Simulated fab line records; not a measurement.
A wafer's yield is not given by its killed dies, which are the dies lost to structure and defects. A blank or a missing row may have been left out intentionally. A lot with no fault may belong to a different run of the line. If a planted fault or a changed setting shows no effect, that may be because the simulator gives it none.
fab line records :: flow nandHarc :: part 2 of 2: steps 8 to 8 of 8
[record]
  lots = 12
  wafers = 36
  lastDay = 33
route steps=1302 shown A_ONON_D1@441 A_CHANNEL_HOLE_D1@460 END@1302
lots with no fault: from the same line, run without faults
startH: the number of hours between the record's first day and the start of the first shown wafer of the lot :: waitH: hours from the lot's prior step to this one :: " unchanged from the row above :: L1.1+2: one row covering several wafers at once :: - either no value or no given start :: * or withheld: withheld :: < > ~ a bound
route shown NAME@n: NAME is a module with steps in the file, n the number in the route of the first one :: usual: mean and standard deviation over wafers with no fault :: same: alike in all rows :: chamber/n: place in a boat :: sites: each site's reading :: _std_site: standard deviation of those values :: _edge_site: the outer-site mean with the inner-site mean subtracted :: radiusMm: for every site, how far away it sits from the centre of the wafer :: mask NAME#n: copy n :: behind: tool/chamber where the wafer was last shaped :: hold: reason for holding the lot/hours on hold/outcome of the hold :: device: transistor that didn't switch, given as n, p or np :: end of line: the same wafers' tests at the end of the route :: where a step has no rows: the recipe by itself :: killed: count of dies lost to structure and defects at first sort (not the wafer's yield) :: map: a wafer's dies, marking killed ones x, the rest . and places with no die _
set.NAME: the setting as run; set.NAME@STEP: as run at that earlier step :: model.NAME: the simulator's own value behind a step, which no gauge read
one table for each step of the route and one row for each wafer, over a sample of lots
services: when a tool's chamber went out of use (startH, in hours from the record's first day, below 0 if earlier), for how many hours, and the reason
[[steps]]
[step NHARC_END_SORT_01]
[recipe]
  tempC = 25
[usual]
  killedAtArray = 57/20
  killedAtOther = 1.3/1.4
  killedAtPeriphery = 3.4/2.4
  killedDies = 61/19
  killedOpen = 2.9/1.8
  killedShort = 2.5/1.6
[same]
  grossDies = 677
lot.wafer: L496.1
tool: prober-01
chamber: 0
startH: 577.00
waitH: 2.5
killedAtArray: 82
killedAtOther: 0
killedAtPeriphery: 1
killedDies: 83
killedOpen: 5
killedShort: 2

lot.wafer: L496.4
tool: prober-01
chamber: 0
startH: 579.41
waitH: 3.4
killedAtArray: 76
killedAtOther: 1
killedAtPeriphery: 3
killedDies: 80
killedOpen: 3
killedShort: 2

lot.wafer: L496.6
tool: prober-01
chamber: 0
startH: 581.02
waitH: 4.0
killedAtArray: 62
killedAtOther: 2
killedAtPeriphery: 4
killedDies: 68
killedOpen: 6
killedShort: 3

lot.wafer: L499.1
tool: prober-02
chamber: 0
startH: 588.96
waitH: 2.5
killedAtArray: 57
killedAtOther: 1
killedAtPeriphery: 7
killedDies: 65
killedOpen: 3
killedShort: 5

lot.wafer: L499.2
tool: prober-02
chamber: 0
startH: 589.75
waitH: 2.8
killedAtArray: 64
killedAtOther: 0
killedAtPeriphery: 5
killedDies: 69
killedOpen: 3
killedShort: 5

lot.wafer: L499.6
tool: prober-02
chamber: 0
startH: 592.90
waitH: 3.9
killedAtArray: 64
killedAtOther: 0
killedAtPeriphery: 5
killedDies: 69
killedOpen: 3
killedShort: 1

lot.wafer: L497.2
tool: prober-01
chamber: 0
startH: 589.79
waitH: 2.8
killedAtArray: 22
killedAtOther: 2
killedAtPeriphery: 3
killedDies: 27
killedOpen: 0
killedShort: 2

lot.wafer: L497.3
tool: prober-01
chamber: 0
startH: 590.57
waitH: 3.1
killedAtArray: 25
killedAtOther: 4
killedAtPeriphery: 7
killedDies: 36
killedOpen: 3
killedShort: 3

lot.wafer: L497.4
tool: prober-01
chamber: 0
startH: 591.36
waitH: 3.4
killedAtArray: 34
killedAtOther: 1
killedAtPeriphery: 4
killedDies: 39
killedOpen: 3
killedShort: 7

lot.wafer: L498.1
tool: prober-02
chamber: 0
startH: 606.62
waitH: 2.5
killedAtArray: 36
killedAtOther: 0
killedAtPeriphery: 4
killedDies: 40
killedOpen: 4
killedShort: 4

lot.wafer: L498.2
tool: prober-02
chamber: 0
startH: 607.42
waitH: 2.8
killedAtArray: 44
killedAtOther: 0
killedAtPeriphery: 4
killedDies: 48
killedOpen: 0
killedShort: 3

lot.wafer: L498.3
tool: prober-02
chamber: 0
startH: 608.22
waitH: 3.1
killedAtArray: 38
killedAtOther: 0
killedAtPeriphery: 5
killedDies: 43
killedOpen: 4
killedShort: 1

lot.wafer: L501.1
tool: prober-01
chamber: 0
startH: 635.77
waitH: 2.5
killedAtArray: 50
killedAtOther: 1
killedAtPeriphery: 3
killedDies: 54
killedOpen: 3
killedShort: 1

lot.wafer: L501.2
tool: prober-01
chamber: 0
startH: 636.59
waitH: 2.8
killedAtArray: 56
killedAtOther: 0
killedAtPeriphery: 2
killedDies: 58
killedOpen: 0
killedShort: 1

lot.wafer: L501.4
tool: prober-01
chamber: 0
startH: 638.22
waitH: 3.5
killedAtArray: 64
killedAtOther: 0
killedAtPeriphery: 3
killedDies: 67
killedOpen: 2
killedShort: 1

lot.wafer: L503.2
tool: prober-02
chamber: 0
startH: 652.95
waitH: 2.8
killedAtArray: 94
killedAtOther: 1
killedAtPeriphery: 2
killedDies: 97
killedOpen: 3
killedShort: 3

lot.wafer: L503.4
tool: prober-02
chamber: 0
startH: 654.56
waitH: 3.4
killedAtArray: 99
killedAtOther: 2
killedAtPeriphery: 6
killedDies: 107
killedOpen: 1
killedShort: 4

lot.wafer: L503.5
tool: prober-02
chamber: 0
startH: 655.37
waitH: 3.7
killedAtArray: 86
killedAtOther: 3
killedAtPeriphery: 3
killedDies: 92
killedOpen: 7
killedShort: 5

lot.wafer: L510.2
tool: prober-02
chamber: 0
startH: 712.65
waitH: 2.8
killedAtArray: 55
killedAtOther: 1
killedAtPeriphery: 3
killedDies: 59
killedOpen: 4
killedShort: 1

lot.wafer: L510.4
tool: prober-02
chamber: 0
startH: 714.26
waitH: 3.4
killedAtArray: 63
killedAtOther: 0
killedAtPeriphery: 1
killedDies: 64
killedOpen: 0
killedShort: 2

lot.wafer: L510.5
tool: prober-02
chamber: 0
startH: 715.06
waitH: 3.7
killedAtArray: 52
killedAtOther: 0
killedAtPeriphery: 2
killedDies: 54
killedOpen: 3
killedShort: 4

lot.wafer: L513.1
tool: prober-01
chamber: 0
startH: 734.41
waitH: 2.5
killedAtArray: 46
killedAtOther: 1
killedAtPeriphery: 11
killedDies: 58
killedOpen: 4
killedShort: 2

lot.wafer: L513.4
tool: prober-01
chamber: 0
startH: 736.76
waitH: 3.4
killedAtArray: 41
killedAtOther: 0
killedAtPeriphery: 3
killedDies: 44
killedOpen: 2
killedShort: 3

lot.wafer: L513.6
tool: prober-01
chamber: 0
startH: 738.34
waitH: 3.9
killedAtArray: 45
killedAtOther: 2
killedAtPeriphery: 5
killedDies: 52
killedOpen: 6
killedShort: 2

lot.wafer: L511.2
tool: prober-02
chamber: 0
startH: 735.27
waitH: 2.8
killedAtArray: 75
killedAtOther: 1
killedAtPeriphery: 0
killedDies: 76
killedOpen: 0
killedShort: 2

lot.wafer: L511.5
tool: prober-02
chamber: 0
startH: 737.67
waitH: 3.7
killedAtArray: 75
killedAtOther: 0
killedAtPeriphery: 5
killedDies: 80
killedOpen: 7
killedShort: 9

lot.wafer: L511.6
tool: prober-02
chamber: 0
startH: 738.47
waitH: 4.0
killedAtArray: 82
killedAtOther: 1
killedAtPeriphery: 3
killedDies: 86
killedOpen: 3
killedShort: 5

lot.wafer: L512.1
tool: prober-01
chamber: 0
startH: 761.89
waitH: 2.5
killedAtArray: 46
killedAtOther: 5
killedAtPeriphery: 8
killedDies: 59
killedOpen: 5
killedShort: 1

lot.wafer: L512.2
tool: prober-01
chamber: 0
startH: 762.68
waitH: 2.8
killedAtArray: 35
killedAtOther: 2
killedAtPeriphery: 5
killedDies: 42
killedOpen: 5
killedShort: 3

lot.wafer: L512.3
tool: prober-01
chamber: 0
startH: 763.47
waitH: 3.1
killedAtArray: 40
killedAtOther: 2
killedAtPeriphery: 6
killedDies: 48
killedOpen: 4
killedShort: 0

lot.wafer: L516.3
tool: prober-01
chamber: 0
startH: 779.86
waitH: 3.1
killedAtArray: 93
killedAtOther: 2
killedAtPeriphery: 3
killedDies: 98
killedOpen: 3
killedShort: 1

lot.wafer: L516.4
tool: prober-01
chamber: 0
startH: 780.66
waitH: 3.4
killedAtArray: 90
killedAtOther: 4
killedAtPeriphery: 5
killedDies: 99
killedOpen: 4
killedShort: 0

lot.wafer: L516.5
tool: prober-01
chamber: 0
startH: 781.45
waitH: 3.7
killedAtArray: 86
killedAtOther: 2
killedAtPeriphery: 2
killedDies: 90
killedOpen: 2
killedShort: 0

lot.wafer: L517.1
tool: prober-02
chamber: 0
startH: 784.41
waitH: 2.6
killedAtArray: 60
killedAtOther: 2
killedAtPeriphery: 2
killedDies: 64
killedOpen: 4
killedShort: 2

lot.wafer: L517.4
tool: prober-02
chamber: 0
startH: 786.81
waitH: 3.4
killedAtArray: 75
killedAtOther: 1
killedAtPeriphery: 1
killedDies: 77
killedOpen: 1
killedShort: 1

lot.wafer: L517.6
tool: prober-02
chamber: 0
startH: 788.40
waitH: 4.0
killedAtArray: 84
killedAtOther: 1
killedAtPeriphery: 1
killedDies: 86
killedOpen: 2
killedShort: 2
// killed by level:class
L496.1 A_CHANNEL_HOLE_D2:chamberFilmFlake=38 A_CHANNEL_HOLE_D1:chamberFilmFlake=28 A_ZERO_WELL:chamberFilmFlake=3 A_BONDPAD:chamberFilmFlake=2 A_WL_FILL:chamberFilmFlake=2 A_CONTACT:chamberFilmFlake=2 P_M0:geometricParticle:open=1 A_SOURCE_PLATE:geometricParticle:open=1
L496.4 A_CHANNEL_HOLE_D2:chamberFilmFlake=32 A_CHANNEL_HOLE_D1:chamberFilmFlake=27 A_CHANNEL_FILL_D1:chamberFilmFlake=4 A_CONTACT:chamberFilmFlake=4 A_WL_FILL:chamberFilmFlake=3 P_STI:chamberFilmFlake=2 P_CONTACT:geometricParticle:open=1 A_SOURCE_PLATE:geometricParticle:short=1
L496.6 A_CHANNEL_HOLE_D2:chamberFilmFlake=23 A_CHANNEL_HOLE_D1:chamberFilmFlake=20 A_CONTACT:chamberFilmFlake=6 P_CONTACT:geometricParticle:open=2 A_CHANNEL_FILL_D1:chamberFilmFlake=2 A_DECK1_JOINT:chamberFilmFlake=2 P_M0:geometricParticle:short=1 P_M1:geometricParticle:open=1
L499.1 A_SLIT:chamberFilmFlake=25 A_CHANNEL_HOLE_D1:chamberFilmFlake=19 A_CHANNEL_HOLE_D2:chamberFilmFlake=3 A_CONTACT:chamberFilmFlake=3 P_M0:geometricParticle:short=2 A_CHANNEL_FILL_D2:chamberFilmFlake=2 P_M0:geometricParticle:open=1 P_M1:geometricParticle:short=1
L499.2 A_CHANNEL_HOLE_D1:chamberFilmFlake=29 A_SLIT:chamberFilmFlake=20 A_CHANNEL_HOLE_D2:chamberFilmFlake=5 P_GATE:chamberFilmFlake=2 A_STAIRCASE:chamberFilmFlake=2 P_GATE:geometricParticle:open=1 P_M0:geometricParticle:open=1 A_SOURCE_PLATE:geometricParticle:short=1
L497.2 A_CHANNEL_HOLE_D1:chamberFilmFlake=5 A_CHANNEL_HOLE_D2:chamberFilmFlake=5 A_STAIRCASE:chamberFilmFlake=4 A_M0:geometricParticle:short=2 P_M1:chamberFilmFlake=2 A_SLIT:chamberFilmFlake=2 A_CONTACT:chamberFilmFlake=2 THIN_TSV:chamberFilmFlake=2
L497.3 A_CHANNEL_HOLE_D2:chamberFilmFlake=8 A_CHANNEL_HOLE_D1:chamberFilmFlake=6 P_STI:chamberFilmFlake=3 P_M1:chamberFilmFlake=3 THIN_TSV:chamberFilmFlake=3 A_M1:chamberFilmFlake=2 A_CHANNEL_FILL_D1:geometricParticle:short=1 A_DECK1_JOINT:geometricParticle:open=1
L497.4 A_CHANNEL_HOLE_D1:chamberFilmFlake=8 A_CHANNEL_HOLE_D2:chamberFilmFlake=5 A_M0:geometricParticle:short=4 A_SLIT:chamberFilmFlake=3 A_CONTACT:chamberFilmFlake=3 P_STI:chamberFilmFlake=2 P_GATE:chamberFilmFlake=2 A_DECK1_JOINT:chamberFilmFlake=2
L499.6 A_SLIT:chamberFilmFlake=26 A_CHANNEL_HOLE_D1:chamberFilmFlake=25 A_CHANNEL_HOLE_D2:chamberFilmFlake=6 P_GATE:chamberFilmFlake=3 A_STAIRCASE:chamberFilmFlake=2 A_M1:chamberFilmFlake=2 P_GATE:geometricParticle:open=1 P_M0:geometricParticle:open=1
L498.1 A_CHANNEL_HOLE_D2:chamberFilmFlake=25 A_CONTACT:chamberFilmFlake=4 P_GATE:geometricParticle:short=1 P_CONTACT:geometricParticle:open=1 P_M0:geometricParticle:open=1 A_SOURCE_PLATE:geometricParticle:open=1 A_ONON_D1:geometricParticle:open=1 A_CHANNEL_FILL_D1:geometricParticle:short=1
L498.2 A_CHANNEL_HOLE_D2:chamberFilmFlake=28 A_CHANNEL_HOLE_D1:chamberFilmFlake=6 A_STAIRCASE:chamberFilmFlake=3 A_CONTACT:chamberFilmFlake=3 P_STI:chamberFilmFlake=2 A_BLC:chamberFilmFlake=2 P_CONTACT:geometricParticle:short=1 A_ONON_D2:geometricParticle:short=1
L498.3 A_CHANNEL_HOLE_D2:chamberFilmFlake=23 A_STAIRCASE:chamberFilmFlake=4 A_CONTACT:chamberFilmFlake=3 A_CHANNEL_HOLE_D1:chamberFilmFlake=2 A_BLC:chamberFilmFlake=2 P_STI:geometricParticle:open=1 P_CONTACT:geometricParticle:short=1 P_M0:geometricParticle:open=1
L501.1 A_SLIT:chamberFilmFlake=22 A_CHANNEL_HOLE_D2:chamberFilmFlake=10 A_STAIRCASE:chamberFilmFlake=7 A_CHANNEL_HOLE_D1:chamberFilmFlake=6 P_ZERO_WELL:chamberFilmFlake=2 A_ONON_D1:geometricParticle:open=1 A_STAIRCASE:geometricParticle:open=1 A_STAIRCASE:geometricParticle:short=1
L501.2 A_SLIT:chamberFilmFlake=23 A_CHANNEL_HOLE_D2:chamberFilmFlake=10 A_STAIRCASE:chamberFilmFlake=7 A_CONTACT:chamberFilmFlake=7 A_M0:chamberFilmFlake=3 A_CHANNEL_HOLE_D1:chamberFilmFlake=3 A_SGD_CUT:geometricParticle:short=1 P_STI:chamberFilmFlake=1
L501.4 A_SLIT:chamberFilmFlake=31 A_CHANNEL_HOLE_D2:chamberFilmFlake=16 A_STAIRCASE:chamberFilmFlake=6 A_M0:chamberFilmFlake=4 P_ZERO_WELL:chamberFilmFlake=3 A_WL_FILL:geometricParticle:open=2 A_CONTACT:chamberFilmFlake=2 A_ONON_D2:geometricParticle:short=1
L503.2 A_CHANNEL_HOLE_D1:chamberFilmFlake=30 A_CHANNEL_HOLE_D2:chamberFilmFlake=27 A_SLIT:chamberFilmFlake=27 A_CONTACT:chamberFilmFlake=4 P_M0:geometricParticle:open=1 A_ONON_D1:geometricParticle:open=1 A_CHANNEL_FILL_D1:geometricParticle:short=1 A_DECK1_JOINT:geometricParticle:short=1
L503.4 A_CHANNEL_HOLE_D1:chamberFilmFlake=33 A_CHANNEL_HOLE_D2:chamberFilmFlake=30 A_SLIT:chamberFilmFlake=26 P_M1:chamberFilmFlake=4 A_CONTACT:chamberFilmFlake=4 A_STAIRCASE:chamberFilmFlake=2 THIN_TSV:chamberFilmFlake=2 P_GATE:geometricParticle:short=1
L503.5 A_CHANNEL_HOLE_D2:chamberFilmFlake=27 A_SLIT:chamberFilmFlake=25 A_CHANNEL_HOLE_D1:chamberFilmFlake=14 A_CONTACT:chamberFilmFlake=7 A_STAIRCASE:chamberFilmFlake=3 A_CHANNEL_FILL_D1:geometricParticle:open=2 A_CHANNEL_FILL_D1:geometricParticle:short=2 THIN_TSV:chamberFilmFlake=2
L510.2 A_SLIT:chamberFilmFlake=35 A_CHANNEL_HOLE_D1:chamberFilmFlake=8 A_CONTACT:chamberFilmFlake=4 A_WL_FILL:chamberFilmFlake=3 P_CONTACT:geometricParticle:open=1 A_DECK1_JOINT:geometricParticle:open=1 A_DECK1_JOINT:geometricParticle:short=1 A_WL_FILL:geometricParticle:open=1
L510.4 A_SLIT:chamberFilmFlake=33 A_CONTACT:chamberFilmFlake=11 A_SGD_CUT:chamberFilmFlake=7 A_STAIRCASE:chamberFilmFlake=4 A_DECK1_JOINT:chamberFilmFlake=2 A_CHANNEL_HOLE_D1:chamberFilmFlake=2 A_SOURCE_PLATE:geometricParticle:short=1 A_WL_FILL:geometricParticle:short=1
L510.5 A_SLIT:chamberFilmFlake=25 A_CHANNEL_HOLE_D1:chamberFilmFlake=5 A_STAIRCASE:chamberFilmFlake=4 A_CONTACT:chamberFilmFlake=4 A_SGD_CUT:chamberFilmFlake=3 A_CHANNEL_FILL_D2:geometricParticle:short=2 P_BONDPAD:chamberFilmFlake=2 A_DECK1_JOINT:chamberFilmFlake=2
L513.1 A_CHANNEL_HOLE_D2:chamberFilmFlake=25 A_CHANNEL_HOLE_D1:chamberFilmFlake=14 P_STI:chamberFilmFlake=4 P_M2:chamberFilmFlake=3 P_ZERO_WELL:chamberFilmFlake=2 A_CHANNEL_FILL_D1:chamberFilmFlake=2 P_GATE:geometricParticle:open=1 P_CONTACT:geometricParticle:open=1
L511.2 A_SLIT:chamberFilmFlake=33 A_CHANNEL_HOLE_D2:chamberFilmFlake=18 A_CHANNEL_HOLE_D1:chamberFilmFlake=12 A_BLC:chamberFilmFlake=6 A_DECK1_JOINT:chamberFilmFlake=2 A_CHANNEL_HOLE_D1:geometricParticle:short=1 A_M1:geometricParticle:short=1 A_STAIRCASE:chamberFilmFlake=1
L513.4 A_CHANNEL_HOLE_D2:chamberFilmFlake=19 A_CHANNEL_HOLE_D1:chamberFilmFlake=11 A_SLIT:chamberFilmFlake=4 A_WL_FILL:geometricParticle:short=2 P_M2:chamberFilmFlake=2 A_DECK1_JOINT:chamberFilmFlake=2 P_M0:geometricParticle:short=1 A_DECK1_JOINT:geometricParticle:open=1
L511.5 A_SLIT:chamberFilmFlake=29 A_CHANNEL_HOLE_D2:chamberFilmFlake=15 A_CHANNEL_HOLE_D1:chamberFilmFlake=11 A_CHANNEL_FILL_D1:geometricParticle:short=5 P_CONTACT:geometricParticle:open=2 A_CHANNEL_FILL_D1:geometricParticle:open=2 A_WL_FILL:geometricParticle:short=2 P_ZERO_WELL:chamberFilmFlake=2
L513.6 A_CHANNEL_HOLE_D2:chamberFilmFlake=25 A_CHANNEL_HOLE_D1:chamberFilmFlake=11 P_GATE:geometricParticle:open=3 A_SLIT:chamberFilmFlake=3 A_CONTACT:chamberFilmFlake=3 P_CONTACT:geometricParticle:open=1 P_M0:geometricParticle:open=1 A_WL_FILL:geometricParticle:short=1
L511.6 A_SLIT:chamberFilmFlake=29 A_CHANNEL_HOLE_D2:chamberFilmFlake=24 A_CHANNEL_HOLE_D1:chamberFilmFlake=7 A_DECK1_JOINT:chamberFilmFlake=4 A_BLC:chamberFilmFlake=4 A_SGD_CUT:chamberFilmFlake=3 A_CONTACT:chamberFilmFlake=3 P_STI:geometricParticle:short=1
L512.1 A_CHANNEL_HOLE_D1:chamberFilmFlake=26 A_CONTACT:chamberFilmFlake=9 THIN_TSV:chamberFilmFlake=5 P_GATE:chamberFilmFlake=3 A_SLIT:chamberFilmFlake=3 P_STI:chamberFilmFlake=2 A_CHANNEL_FILL_D1:chamberFilmFlake=2 A_DECK1_JOINT:chamberFilmFlake=2
L512.2 A_CHANNEL_HOLE_D1:chamberFilmFlake=22 A_SLIT:chamberFilmFlake=3 A_CONTACT:chamberFilmFlake=3 A_CHANNEL_FILL_D1:geometricParticle:open=2 P_CONTACT:chamberFilmFlake=2 THIN_TSV:chamberFilmFlake=2 P_CONTACT:geometricParticle:short=1 P_CONTACT:geometricParticle:open=1
L512.3 A_CHANNEL_HOLE_D1:chamberFilmFlake=21 A_CONTACT:chamberFilmFlake=9 A_SLIT:chamberFilmFlake=4 P_ZERO_WELL:chamberFilmFlake=2 THIN_TSV:chamberFilmFlake=2 A_ONON_D2:geometricParticle:open=1 A_CHANNEL_HOLE_D2:geometricParticle:open=1 A_CHANNEL_FILL_D2:geometricParticle:open=1
L516.3 A_SLIT:chamberFilmFlake=40 A_CHANNEL_HOLE_D2:chamberFilmFlake=22 A_CHANNEL_HOLE_D1:chamberFilmFlake=11 A_CONTACT:chamberFilmFlake=8 A_CHANNEL_FILL_D2:chamberFilmFlake=5 A_WL_FILL:chamberFilmFlake=2 P_GATE:geometricParticle:open=1 A_STAIRCASE:geometricParticle:open=1
L516.4 A_SLIT:chamberFilmFlake=36 A_CHANNEL_HOLE_D2:chamberFilmFlake=29 A_CHANNEL_HOLE_D1:chamberFilmFlake=10 A_CONTACT:chamberFilmFlake=10 P_GATE:chamberFilmFlake=3 THIN_TSV:chamberFilmFlake=3 P_GATE:geometricParticle:open=1 P_M0:geometricParticle:open=1
L516.5 A_SLIT:chamberFilmFlake=38 A_CHANNEL_HOLE_D2:chamberFilmFlake=25 A_CHANNEL_HOLE_D1:chamberFilmFlake=11 A_CONTACT:chamberFilmFlake=8 A_DECK1_JOINT:chamberFilmFlake=2 THIN_TSV:chamberFilmFlake=2 P_M0:geometricParticle:open=1 A_SLIT:geometricParticle:open=1
L517.1 A_SLIT:chamberFilmFlake=23 A_CHANNEL_HOLE_D2:chamberFilmFlake=20 A_CONTACT:chamberFilmFlake=3 A_STAIRCASE:chamberFilmFlake=2 THIN_TSV:chamberFilmFlake=2 A_BLC:chamberFilmFlake=2 A_CHANNEL_FILL_D1:geometricParticle:short=1 P_BONDPAD:geometricParticle:open=1
L517.4 A_CHANNEL_HOLE_D2:chamberFilmFlake=33 A_SLIT:chamberFilmFlake=27 A_STAIRCASE:chamberFilmFlake=5 A_CHANNEL_FILL_D1:chamberFilmFlake=3 A_CHANNEL_HOLE_D1:unspecified=2 A_CHANNEL_HOLE_D1:chamberFilmFlake=2 P_STI:geometricParticle:short=1 A_CONTACT:geometricParticle:open=1
L517.6 A_SLIT:chamberFilmFlake=33 A_CHANNEL_HOLE_D2:chamberFilmFlake=32 A_CONTACT:chamberFilmFlake=4 A_BLC:chamberFilmFlake=4 A_CHANNEL_HOLE_D1:unspecified=2 A_DECK1_JOINT:chamberFilmFlake=2 A_CHANNEL_FILL_D2:chamberFilmFlake=2 A_SOURCE_PLATE:geometricParticle:open=1
[[services]]
tool: lithoTrack-06
chamber: -
startH: 179.00
hours: 7.0
kind: pm

tool: lithoTrack-04
chamber: -
startH: 203.00
hours: 7.0
kind: pm

tool: lithoTrack-06
chamber: -
startH: 261.46
hours: -
kind: consumableReplace:filter

tool: lithoTrack-01
chamber: -
startH: 330.00
hours: 7.0
kind: pm

tool: lithoTrack-06
chamber: -
startH: 354.00
hours: 7.0
kind: pm

tool: xsem-01
chamber: -
startH: 374.00
hours: 14.0
kind: pm

tool: lithoTrack-04
chamber: -
startH: 378.00
hours: 7.0
kind: pm
